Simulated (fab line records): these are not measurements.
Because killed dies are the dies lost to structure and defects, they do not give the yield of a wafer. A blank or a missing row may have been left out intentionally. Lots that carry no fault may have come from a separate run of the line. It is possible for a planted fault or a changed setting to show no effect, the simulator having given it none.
Chamber matching | flow nand harc | NHARC_A_BLC_STRIP_29 on rie diel-05: 4 sister chambers
The step strips in CF4. 4 wafers are shown with their chamber, then 8 later ones without.

## WAFERS PAIRED WITH THEIR CHAMBERS
wafer  | chamber | drypump motor current A (A)
L081.5 | 0       | 5.8
L094.3 | 1       | 5.9
L094.5 | 2       | 6.2
L092.1 | 3       | 6.4

## WAFERS WITH NO CHAMBER GIVEN
wafer  | drypump motor current A (A)
L092.2 | 6.2
L092.6 | 6.3
L097.2 | 6.2
L097.3 | 5.9
L097.6 | 6.4
L096.1 | 5.8
L096.3 | 6.0
L096.4 | 6.4

## THE CHAMBER EACH PASSED THROUGH
wafer  | from the rows above     | in truth
L092.2 | 2                       | 2
L092.6 | can't be placed: 2 or 3 | 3
L097.2 | 2                       | 2
L097.3 | 1                       | 1
L097.6 | 3                       | 3
L096.1 | 0                       | 0
L096.3 | 1                       | 1
L096.4 | 3                       | 3
Correctly placed: 7 of 8. Unplaceable from these rows: 1, with the true chamber sitting among the candidates in 1. Wrongly placed: 0.
How it was worked out, from the rows above alone: a wafer's distance from a chamber is the root of the sum, over the readings, of the square of ((its reading less the chamber's mean) divided by the reading's scatter). The wafer belongs to the nearest chamber; if the next one is less than 2 further off, it can't be placed. The mean given for a chamber averages the wafers shown for that chamber. The scatter: with one shown wafer a chamber, the root of the mean of the squares of how far each hidden wafer lies from its nearest shown one.
